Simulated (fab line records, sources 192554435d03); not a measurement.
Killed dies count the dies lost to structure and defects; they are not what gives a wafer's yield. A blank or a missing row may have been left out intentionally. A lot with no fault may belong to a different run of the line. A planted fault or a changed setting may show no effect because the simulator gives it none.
What tool caused it? / flow n5_finfet / 24 lots, 72 wafers sampled, at 6 steps of a route of 1938

== WHAT THE GAUGES READ, wafer by wafer ==
N5_BEOL_M10_THK_MEAS_53: measures by xrf. Usual: M10_THK gives 142 nm (standard deviation 4).
lot=L074; measured=day 9 18:52; on=film_metro-01; M10_THK (nm)=139 147 142; flag=
lot=L076; measured=day 9 23:43; on=film_metro-01; M10_THK (nm)=135 136 136; flag=
lot=L075; measured=day 10 01:12; on=film_metro-02; M10_THK (nm)=142 144 141; flag=
lot=L077; measured=day 10 16:17; on=film_metro-02; M10_THK (nm)=141 146 142; flag=
lot=L080; measured=day 10 22:39; on=film_metro-01; M10_THK (nm)=141 147 137; flag=
lot=L079; measured=day 11 02:15; on=film_metro-01; M10_THK (nm)=142 140 136; flag=
lot=L078; measured=day 11 02:31; on=film_metro-01; M10_THK (nm)=140 141 146; flag=
lot=L081; measured=day 11 14:15; on=film_metro-01; M10_THK (nm)=146 143 138; flag=
lot=L083; measured=day 11 21:40; on=film_metro-01; M10_THK (nm)=140 144 148; flag=
lot=L082; measured=day 11 23:21; on=film_metro-02; M10_THK (nm)=148 144 145; flag=
lot=L084; measured=day 11 23:49; on=film_metro-02; M10_THK (nm)=140 141 141; flag=
lot=L085; measured=day 12 10:42; on=film_metro-02; M10_THK (nm)=145 144 148; flag=
lot=L086; measured=day 12 17:34; on=film_metro-02; M10_THK (nm)=144 137 138; flag=
lot=L087; measured=day 12 21:43; on=film_metro-02; M10_THK (nm)=141 137 137; flag=
lot=L088; measured=day 13 07:59; on=film_metro-01; M10_THK (nm)=141 146 148; flag=
lot=L090; measured=day 13 08:48; on=film_metro-02; M10_THK (nm)=140 143 144; flag=
lot=L091; measured=day 13 14:35; on=film_metro-01; M10_THK (nm)=137 136 139; flag=
lot=L089; measured=day 13 15:09; on=film_metro-01; M10_THK (nm)=137 137 137; flag=
lot=L092; measured=day 13 22:46; on=film_metro-02; M10_THK (nm)=149 149 146; flag=
lot=L093; measured=day 14 01:43; on=film_metro-02; M10_THK (nm)=144 147 148; flag=
lot=L094; measured=day 14 04:47; on=film_metro-02; M10_THK (nm)=143 142 141; flag=
lot=L095; measured=day 14 13:10; on=film_metro-01; M10_THK (nm)=138 141 140; flag=
lot=L096; measured=day 15 06:34; on=film_metro-02; M10_THK (nm)=149 146 140; flag=
lot=L097; measured=day 15 17:53; on=film_metro-02; M10_THK (nm)=150 140 145; flag=

N5_BEOL_M11_CD_MEAS_11: the cd target is 64.1 nm. Usual: cd_nm 64.2 nm, standard deviation 0.59.
lot=L074; measured=day 9 20:39; on=cd_sem-03; cd_nm (nm)=64.0 64.5 64.0; flag=
lot=L076; measured=day 10 02:20; on=cd_sem-03; cd_nm (nm)=64.3 63.6 63.7; flag=
lot=L075; measured=day 10 03:37; on=cd_sem-01; cd_nm (nm)=63.7 64.0 63.6; flag=
lot=L077; measured=day 10 17:58; on=cd_sem-03; cd_nm (nm)=63.1 63.8 64.3; flag=
lot=L080; measured=day 11 01:49; on=cd_sem-02; cd_nm (nm)=63.6 64.0 64.0; flag=
lot=L079; measured=day 11 05:08; on=cd_sem-02; cd_nm (nm)=65.5 64.7 65.5; flag=
lot=L078; measured=day 11 05:17; on=cd_sem-03; cd_nm (nm)=64.2 63.2 63.7; flag=
lot=L081; measured=day 11 18:05; on=cd_sem-01; cd_nm (nm)=64.1 63.7 64.0; flag=
lot=L083; measured=day 11 23:35; on=cd_sem-02; cd_nm (nm)=64.3 63.3 63.0; flag=
lot=L082; measured=day 12 01:28; on=cd_sem-03; cd_nm (nm)=64.1 63.2 63.3; flag=
lot=L084; measured=day 12 01:41; on=cd_sem-03; cd_nm (nm)=64.7 64.7 64.4; flag=
lot=L085; measured=day 12 12:31; on=cd_sem-01; cd_nm (nm)=64.5 65.4 64.8; flag=
lot=L086; measured=day 12 19:45; on=cd_sem-03; cd_nm (nm)=64.0 64.5 63.4; flag=
lot=L087; measured=day 13 00:16; on=cd_sem-01; cd_nm (nm)=64.1 64.1 63.8; flag=
lot=L088; measured=day 13 10:26; on=cd_sem-02; cd_nm (nm)=65.4 64.4 64.4; flag=
lot=L090; measured=day 13 10:51; on=cd_sem-02; cd_nm (nm)=64.0 63.6 63.5; flag=
lot=L091; measured=day 13 18:17; on=cd_sem-03; cd_nm (nm)=64.4 63.9 63.6; flag=
lot=L089; measured=day 13 18:19; on=cd_sem-02; cd_nm (nm)=64.8 64.7 64.7; flag=
lot=L092; measured=day 14 00:29; on=cd_sem-03; cd_nm (nm)=64.1 64.0 64.8; flag=
lot=L093; measured=day 14 03:23; on=cd_sem-01; cd_nm (nm)=64.5 63.1 63.7; flag=
lot=L094; measured=day 14 09:03; on=cd_sem-01; cd_nm (nm)=64.0 64.2 64.0; flag=
lot=L095; measured=day 14 15:44; on=cd_sem-03; cd_nm (nm)=64.7 64.6 64.4; flag=
lot=L096; measured=day 15 08:26; on=cd_sem-01; cd_nm (nm)=64.2 65.4 64.3; flag=
lot=L097; measured=day 15 19:59; on=cd_sem-02; cd_nm (nm)=63.4 64.0 63.9; flag=

N5_BEOL_M12_OVL_MEAS_11. Usual: V11_OVL gives -2 nm (standard deviation 5.2).
lot=L074; measured=day 10 03:48; on=overlay-01; V11_OVL (nm)=-2 2 -2; flag=
lot=L076; measured=day 10 08:45; on=overlay-01; V11_OVL (nm)=3 -3 4; flag=
lot=L075; measured=day 10 08:59; on=overlay-01; V11_OVL (nm)=7 8 -1; flag=
lot=L077; measured=day 11 00:04; on=overlay-01; V11_OVL (nm)=-6 -5 -11; flag=
lot=L080; measured=day 11 07:32; on=overlay-02; V11_OVL (nm)=-10 -1 -10; flag=
lot=L079; measured=day 11 10:59; on=overlay-02; V11_OVL (nm)=1 5 -4; flag=
lot=L078; measured=day 11 12:02; on=overlay-02; V11_OVL (nm)=-11 -11 1; flag=
lot=L081; measured=day 11 22:34; on=overlay-02; V11_OVL (nm)=-2 -2 2; flag=
lot=L083; measured=day 12 04:31; on=overlay-01; V11_OVL (nm)=-7 7 -7; flag=
lot=L082; measured=day 12 07:41; on=overlay-01; V11_OVL (nm)=5 -5 4; flag=
lot=L084; measured=day 12 08:04; on=overlay-02; V11_OVL (nm)=2 -14 -1; flag=
lot=L085; measured=day 12 18:11; on=overlay-02; V11_OVL (nm)=-2 -5 2; flag=
lot=L086; measured=day 13 01:50; on=overlay-01; V11_OVL (nm)=-4 -6 -5; flag=
lot=L087; measured=day 13 05:39; on=overlay-01; V11_OVL (nm)=0 3 -3; flag=
lot=L088; measured=day 13 15:48; on=overlay-02; V11_OVL (nm)=-5 2 -1; flag=
lot=L090; measured=day 13 16:44; on=overlay-02; V11_OVL (nm)=-10 -8 0; flag=
lot=L091; measured=day 13 23:20; on=overlay-02; V11_OVL (nm)=5 11 4; flag=
lot=L089; measured=day 14 00:07; on=overlay-01; V11_OVL (nm)=-2 -6 -5; flag=
lot=L092; measured=day 14 05:01; on=overlay-01; V11_OVL (nm)=-2 4 1; flag=
lot=L093; measured=day 14 11:54; on=overlay-01; V11_OVL (nm)=-1 -9 -2; flag=
lot=L094; measured=day 14 14:13; on=overlay-01; V11_OVL (nm)=6 -5 1; flag=
lot=L095; measured=day 14 21:14; on=overlay-01; V11_OVL (nm)=-2 -2 -13; flag=
lot=L096; measured=day 15 14:52; on=overlay-01; V11_OVL (nm)=-5 5 -3; flag=
lot=L097; measured=day 16 01:55; on=overlay-01; V11_OVL (nm)=-5 5 3; flag=

N5_BEOL_M12_INSPECT_12: inspects for defects (macro). Usual: raw_defect_count 2.0, standard deviation 1.5.
lot=L074; measured=day 10 03:50; on=defect_inspect-02; raw_defect_count=1 2 2; flag=
lot=L076; measured=day 10 08:46; on=defect_inspect-02; raw_defect_count=3 2 4; flag=
lot=L075; measured=day 10 09:01; on=defect_inspect-01; raw_defect_count=1 0 2; flag=
lot=L077; measured=day 11 00:05; on=defect_inspect-02; raw_defect_count=4 1 2; flag=
lot=L080; measured=day 11 07:33; on=defect_inspect-01; raw_defect_count=4 4 2; flag=
lot=L079; measured=day 11 11:00; on=defect_inspect-01; raw_defect_count=1 3 2; flag=
lot=L078; measured=day 11 12:03; on=defect_inspect-02; raw_defect_count=1 2 3; flag=
lot=L081; measured=day 11 22:35; on=defect_inspect-01; raw_defect_count=3 3 2; flag=
lot=L083; measured=day 12 04:32; on=defect_inspect-01; raw_defect_count=3 5 1; flag=
lot=L082; measured=day 12 07:43; on=defect_inspect-02; raw_defect_count=2 2 3; flag=
lot=L084; measured=day 12 08:05; on=defect_inspect-02; raw_defect_count=2 0 2; flag=
lot=L085; measured=day 12 18:12; on=defect_inspect-02; raw_defect_count=2 2 6; flag=
lot=L086; measured=day 13 01:52; on=defect_inspect-02; raw_defect_count=2 0 1; flag=
lot=L087; measured=day 13 05:40; on=defect_inspect-02; raw_defect_count=2 5 1; flag=
lot=L088; measured=day 13 15:50; on=defect_inspect-01; raw_defect_count=2 0 1; flag=
lot=L090; measured=day 13 16:45; on=defect_inspect-02; raw_defect_count=2 3 4; flag=
lot=L091; measured=day 13 23:21; on=defect_inspect-02; raw_defect_count=3 2 1; flag=
lot=L089; measured=day 14 00:08; on=defect_inspect-01; raw_defect_count=1 0 1; flag=
lot=L092; measured=day 14 05:02; on=defect_inspect-01; raw_defect_count=0 3 1; flag=
lot=L093; measured=day 14 11:55; on=defect_inspect-01; raw_defect_count=3 4 3; flag=
lot=L094; measured=day 14 14:14; on=defect_inspect-02; raw_defect_count=0 0 1; flag=
lot=L095; measured=day 14 21:16; on=defect_inspect-02; raw_defect_count=1 2 2; flag=
lot=L096; measured=day 15 14:54; on=defect_inspect-01; raw_defect_count=0 2 0; flag=
lot=L097; measured=day 16 01:56; on=defect_inspect-01; raw_defect_count=1 1 0; flag=

== TOOL THAT RAN EACH LOT (tool first, then ch and the chambers of the sampled wafers, then the start) ==
lot=L074; N5_BEOL_M10_SPUTTER_48=pvd_sputter-01, day 9 17:08; N5_BEOL_M11_VIA_ETCH_34=rie_diel-05 ch 0,1,3, day 9 22:09
lot=L076; N5_BEOL_M10_SPUTTER_48=pvd_sputter-03, day 9 22:54; N5_BEOL_M11_VIA_ETCH_34=rie_diel-01 ch 0,2, day 10 05:05
lot=L075; N5_BEOL_M10_SPUTTER_48=pvd_sputter-02, day 9 23:22; N5_BEOL_M11_VIA_ETCH_34=rie_diel-05 ch 0,2,3, day 10 05:19
lot=L077; N5_BEOL_M10_SPUTTER_48=pvd_sputter-03, day 10 15:28; N5_BEOL_M11_VIA_ETCH_34=rie_diel-05 ch 0,1,3, day 10 19:50
lot=L080; N5_BEOL_M10_SPUTTER_48=pvd_sputter-01, day 10 21:50; N5_BEOL_M11_VIA_ETCH_34=rie_diel-05 ch 0,1,2, day 11 04:09
lot=L079; N5_BEOL_M10_SPUTTER_48=pvd_sputter-01, day 11 01:26; N5_BEOL_M11_VIA_ETCH_34=rie_diel-05 ch 0,2,3, day 11 06:23
lot=L078; N5_BEOL_M10_SPUTTER_48=pvd_sputter-01, day 11 01:41; N5_BEOL_M11_VIA_ETCH_34=rie_diel-01 ch 0,2, day 11 08:39
lot=L081; N5_BEOL_M10_SPUTTER_48=pvd_sputter-03, day 11 13:26; N5_BEOL_M11_VIA_ETCH_34=rie_diel-03 ch 0,1,2, day 11 19:20
lot=L083; N5_BEOL_M10_SPUTTER_48=pvd_sputter-03, day 11 20:49; N5_BEOL_M11_VIA_ETCH_34=rie_diel-01 ch 1,2,3, day 12 00:57
lot=L082; N5_BEOL_M10_SPUTTER_48=pvd_sputter-02, day 11 22:32; N5_BEOL_M11_VIA_ETCH_34=rie_diel-01 ch 1,2,3, day 12 02:55
lot=L084; N5_BEOL_M10_SPUTTER_48=pvd_sputter-02, day 11 22:59; N5_BEOL_M11_VIA_ETCH_34=rie_diel-03 ch 0,2, day 12 03:14
lot=L085; N5_BEOL_M10_SPUTTER_48=pvd_sputter-02, day 12 09:49; N5_BEOL_M11_VIA_ETCH_34=rie_diel-01 ch 1,2, day 12 14:43
lot=L086; N5_BEOL_M10_SPUTTER_48=pvd_sputter-02, day 12 16:28; N5_BEOL_M11_VIA_ETCH_34=rie_diel-01 ch 0,2,3, day 12 21:09
lot=L087; N5_BEOL_M10_SPUTTER_48=pvd_sputter-03, day 12 20:38; N5_BEOL_M11_VIA_ETCH_34=rie_diel-01 ch 1,2,3, day 13 02:22
lot=L088; N5_BEOL_M10_SPUTTER_48=pvd_sputter-01, day 13 07:10; N5_BEOL_M11_VIA_ETCH_34=rie_diel-05 ch 0,1,3, day 13 12:07
lot=L090; N5_BEOL_M10_SPUTTER_48=pvd_sputter-03, day 13 07:35; N5_BEOL_M11_VIA_ETCH_34=rie_diel-05 ch 0,1,2, day 13 12:35
lot=L091; N5_BEOL_M10_SPUTTER_48=pvd_sputter-02, day 13 13:37; N5_BEOL_M11_VIA_ETCH_34=rie_diel-03 ch 0,2,3, day 13 19:37
lot=L089; N5_BEOL_M10_SPUTTER_48=pvd_sputter-02, day 13 13:56; N5_BEOL_M11_VIA_ETCH_34=rie_diel-03 ch 0,1, day 13 20:34
lot=L092; N5_BEOL_M10_SPUTTER_48=pvd_sputter-01, day 13 21:40; N5_BEOL_M11_VIA_ETCH_34=rie_diel-01 ch 0,3, day 14 01:43
lot=L093; N5_BEOL_M10_SPUTTER_48=pvd_sputter-02, day 14 00:49; N5_BEOL_M11_VIA_ETCH_34=rie_diel-05 ch 0,2, day 14 08:07
lot=L094; N5_BEOL_M10_SPUTTER_48=pvd_sputter-03, day 14 03:58; N5_BEOL_M11_VIA_ETCH_34=rie_diel-05 ch 0,1, day 14 10:31
lot=L095; N5_BEOL_M10_SPUTTER_48=pvd_sputter-01, day 14 12:21; N5_BEOL_M11_VIA_ETCH_34=rie_diel-01 ch 2,3, day 14 17:01
lot=L096; N5_BEOL_M10_SPUTTER_48=pvd_sputter-02, day 15 05:44; N5_BEOL_M11_VIA_ETCH_34=rie_diel-05 ch 1,2,3, day 15 09:41
lot=L097; N5_BEOL_M10_SPUTTER_48=pvd_sputter-02, day 15 17:04; N5_BEOL_M11_VIA_ETCH_34=rie_diel-05 ch 0,2,3, day 15 22:31
- N5_BEOL_M10_SPUTTER_48: material Cu, target thk 12 nm, time 2 s.
- N5_BEOL_M11_VIA_ETCH_34: etches SiCOH lowk in C4F6/O2, target depth 184.5 nm, time 69.2 s.

== AS READ BY THE TOOLS THEMSELVES (means over the sampled wafers that have a number; for cases with no such wafer, the mark the record gives instead) ==
N5_BEOL_M10_SPUTTER_48. Usual: chamber_pressure_pa 0.13 Pa, standard deviation 0.00025; throttle_valve_pct 29.5 %, standard deviation 1.1.
lot=L074; tool=pvd_sputter-01; chamber_pressure_pa (Pa)=0.13; throttle_valve_pct (%)=29.7; flag=
lot=L076; tool=pvd_sputter-03; chamber_pressure_pa (Pa)=0.13; throttle_valve_pct (%)=29.5; flag=
lot=L075; tool=pvd_sputter-02; chamber_pressure_pa (Pa)=0.13; throttle_valve_pct (%)=29.3; flag=
lot=L077; tool=pvd_sputter-03; chamber_pressure_pa (Pa)=0.13; throttle_valve_pct (%)=31.0; flag=
lot=L080; tool=pvd_sputter-01; chamber_pressure_pa (Pa)=0.13; throttle_valve_pct (%)=29.6; flag=
lot=L079; tool=pvd_sputter-01; chamber_pressure_pa (Pa)=0.13; throttle_valve_pct (%)=29.1; flag=
lot=L078; tool=pvd_sputter-01; chamber_pressure_pa (Pa)=0.13; throttle_valve_pct (%)=29.2; flag=
lot=L081; tool=pvd_sputter-03; chamber_pressure_pa (Pa)=0.13; throttle_valve_pct (%)=30.2; flag=
lot=L083; tool=pvd_sputter-03; chamber_pressure_pa (Pa)=0.13; throttle_valve_pct (%)=29.2; flag=
lot=L082; tool=pvd_sputter-02; chamber_pressure_pa (Pa)=0.13; throttle_valve_pct (%)=29.6; flag=
lot=L084; tool=pvd_sputter-02; chamber_pressure_pa (Pa)=0.13; throttle_valve_pct (%)=30.3; flag=
lot=L085; tool=pvd_sputter-02; chamber_pressure_pa (Pa)=0.13; throttle_valve_pct (%)=29.6; flag=
lot=L086; tool=pvd_sputter-02; chamber_pressure_pa (Pa)=0.13; throttle_valve_pct (%)=29.5; flag=
lot=L087; tool=pvd_sputter-03; chamber_pressure_pa (Pa)=0.13; throttle_valve_pct (%)=30.4; flag=
lot=L088; tool=pvd_sputter-01; chamber_pressure_pa (Pa)=0.13; throttle_valve_pct (%)=29.6; flag=
lot=L090; tool=pvd_sputter-03; chamber_pressure_pa (Pa)=0.13; throttle_valve_pct (%)=29.3; flag=
lot=L091; tool=pvd_sputter-02; chamber_pressure_pa (Pa)=0.13; throttle_valve_pct (%)=29.6; flag=
lot=L089; tool=pvd_sputter-02; chamber_pressure_pa (Pa)=0.13; throttle_valve_pct (%)=29.4; flag=
lot=L092; tool=pvd_sputter-01; chamber_pressure_pa (Pa)=0.13; throttle_valve_pct (%)=29.3; flag=
lot=L093; tool=pvd_sputter-02; chamber_pressure_pa (Pa)=0.13; throttle_valve_pct (%)=29.4; flag=
lot=L094; tool=pvd_sputter-03; chamber_pressure_pa (Pa)=0.13; throttle_valve_pct (%)=29.4; flag=
lot=L095; tool=pvd_sputter-01; chamber_pressure_pa (Pa)=0.13; throttle_valve_pct (%)=28.6; flag=
lot=L096; tool=pvd_sputter-02; chamber_pressure_pa (Pa)=0.13; throttle_valve_pct (%)=28.9; flag=
lot=L097; tool=pvd_sputter-02; chamber_pressure_pa (Pa)=0.13; throttle_valve_pct (%)=28.7; flag=

N5_BEOL_M11_VIA_ETCH_34. Usual: drypump_motor_current_A 5.7 A, standard deviation 0.57; oes_product_au 0.79 a.u., standard deviation 0.088; rf_vpp_V 661 V, standard deviation 14; showerhead_plenum_p_Torr 2.83 Torr, standard deviation 0.11; throttle_valve_pct 20.78 %, standard deviation 0.25.
lot=L074; tool=rie_diel-05; drypump_motor_current_A (A)=5.8; oes_product_au (a.u.)=0.77; rf_vpp_V (V)=659; showerhead_plenum_p_Torr (Torr)=2.85; throttle_valve_pct (%)=20.70; flag=
lot=L076; tool=rie_diel-01; drypump_motor_current_A (A)=5.0; oes_product_au (a.u.)=0.74; rf_vpp_V (V)=662; showerhead_plenum_p_Torr (Torr)=2.81; throttle_valve_pct (%)=21.19; flag=
lot=L075; tool=rie_diel-05; drypump_motor_current_A (A)=6.0; oes_product_au (a.u.)=0.76; rf_vpp_V (V)=659; showerhead_plenum_p_Torr (Torr)=2.84; throttle_valve_pct (%)=20.60; flag=
lot=L077; tool=rie_diel-05; drypump_motor_current_A (A)=5.8; oes_product_au (a.u.)=0.76; rf_vpp_V (V)=659; showerhead_plenum_p_Torr (Torr)=2.85; throttle_valve_pct (%)=20.71; flag=
lot=L080; tool=rie_diel-05; drypump_motor_current_A (A)=6.2; oes_product_au (a.u.)=0.79; rf_vpp_V (V)=653; showerhead_plenum_p_Torr (Torr)=2.85; throttle_valve_pct (%)=20.61; flag=
lot=L079; tool=rie_diel-05; drypump_motor_current_A (A)=6.1; oes_product_au (a.u.)=0.75; rf_vpp_V (V)=660; showerhead_plenum_p_Torr (Torr)=2.83; throttle_valve_pct (%)=20.62; flag=
lot=L078; tool=rie_diel-01; drypump_motor_current_A (A)=5.0; oes_product_au (a.u.)=0.95; rf_vpp_V (V)=662; showerhead_plenum_p_Torr (Torr)=2.81; throttle_valve_pct (%)=20.94; flag=
lot=L081; tool=rie_diel-03; drypump_motor_current_A (A)=5.7; oes_product_au (a.u.)=0.76; rf_vpp_V (V)=670; showerhead_plenum_p_Torr (Torr)=2.77; throttle_valve_pct (%)=20.91; flag=
lot=L083; tool=rie_diel-01; drypump_motor_current_A (A)=5.4; oes_product_au (a.u.)=0.82; rf_vpp_V (V)=666; showerhead_plenum_p_Torr (Torr)=2.79; throttle_valve_pct (%)=20.96; flag=
lot=L082; tool=rie_diel-01; drypump_motor_current_A (A)=5.4; oes_product_au (a.u.)=0.83; rf_vpp_V (V)=666; showerhead_plenum_p_Torr (Torr)=2.79; throttle_valve_pct (%)=20.96; flag=
lot=L084; tool=rie_diel-03; drypump_motor_current_A (A)=5.3; oes_product_au (a.u.)=0.72; rf_vpp_V (V)=667; showerhead_plenum_p_Torr (Torr)=2.76; throttle_valve_pct (%)=20.99; flag=
lot=L085; tool=rie_diel-01; drypump_motor_current_A (A)=5.3; oes_product_au (a.u.)=0.92; rf_vpp_V (V)=672; showerhead_plenum_p_Torr (Torr)=2.81; throttle_valve_pct (%)=20.98; flag=
lot=L086; tool=rie_diel-01; drypump_motor_current_A (A)=5.1; oes_product_au (a.u.)=0.81; rf_vpp_V (V)=655; showerhead_plenum_p_Torr (Torr)=2.78; throttle_valve_pct (%)=20.96; flag=
lot=L087; tool=rie_diel-01; drypump_motor_current_A (A)=5.4; oes_product_au (a.u.)=0.81; rf_vpp_V (V)=667; showerhead_plenum_p_Torr (Torr)=2.79; throttle_valve_pct (%)=20.98; flag=
lot=L088; tool=rie_diel-05; drypump_motor_current_A (A)=5.8; oes_product_au (a.u.)=0.74; rf_vpp_V (V)=660; showerhead_plenum_p_Torr (Torr)=2.84; throttle_valve_pct (%)=20.73; flag=
lot=L090; tool=rie_diel-05; drypump_motor_current_A (A)=6.2; oes_product_au (a.u.)=0.77; rf_vpp_V (V)=653; showerhead_plenum_p_Torr (Torr)=2.85; throttle_valve_pct (%)=20.64; flag=
lot=L091; tool=rie_diel-03; drypump_motor_current_A (A)=5.4; oes_product_au (a.u.)=0.78; rf_vpp_V (V)=662; showerhead_plenum_p_Torr (Torr)=2.82; throttle_valve_pct (%)=20.85; flag=
lot=L089; tool=rie_diel-03; drypump_motor_current_A (A)=6.0; oes_product_au (a.u.)=0.74; rf_vpp_V (V)=678; showerhead_plenum_p_Torr (Torr)=2.80; throttle_valve_pct (%)=20.97; flag=
lot=L092; tool=rie_diel-01; drypump_motor_current_A (A)=5.2; oes_product_au (a.u.)=0.72; rf_vpp_V (V)=647; showerhead_plenum_p_Torr (Torr)=2.75; throttle_valve_pct (%)=20.96; flag=
lot=L093; tool=rie_diel-05; drypump_motor_current_A (A)=6.0; oes_product_au (a.u.)=0.74; rf_vpp_V (V)=646; showerhead_plenum_p_Torr (Torr)=2.73; throttle_valve_pct (%)=20.75; flag=
lot=L094; tool=rie_diel-05; drypump_motor_current_A (A)=5.8; oes_product_au (a.u.)=0.75; rf_vpp_V (V)=645; showerhead_plenum_p_Torr (Torr)=2.74; throttle_valve_pct (%)=20.84; flag=
lot=L095; tool=rie_diel-01; drypump_motor_current_A (A)=5.1; oes_product_au (a.u.)=0.83; rf_vpp_V (V)=665; showerhead_plenum_p_Torr (Torr)=2.75; throttle_valve_pct (%)=20.99; flag=
lot=L096; tool=rie_diel-05; drypump_motor_current_A (A)=6.2; oes_product_au (a.u.)=0.83; rf_vpp_V (V)=668; showerhead_plenum_p_Torr (Torr)=2.93; throttle_valve_pct (%)=20.44; flag=
lot=L097; tool=rie_diel-05; drypump_motor_current_A (A)=6.1; oes_product_au (a.u.)=0.80; rf_vpp_V (V)=659; showerhead_plenum_p_Torr (Torr)=2.82; throttle_valve_pct (%)=20.56; flag=

== THE ANSWER, worked out from the rows above alone ==
Rule: take the mean of a lot's wafers that have a number; if it is more than 3 standard deviations from the usual mean, the lot is off. Also off: a lot with no number at a reading for which 4 or more lots have one. The other lots that the step has rows for count as sound. After the gauges, taken in route order, come the tools' own readings; for these a lot's mean is taken, as printed above. At the first step where some lot is off, the reading lying furthest off is the one used; lots without a number count as furthest.
No lot is off at any reading shown: from this, nothing can be told.

== WHAT HAD BEEN PUT IN BY THE SIMULATOR ==
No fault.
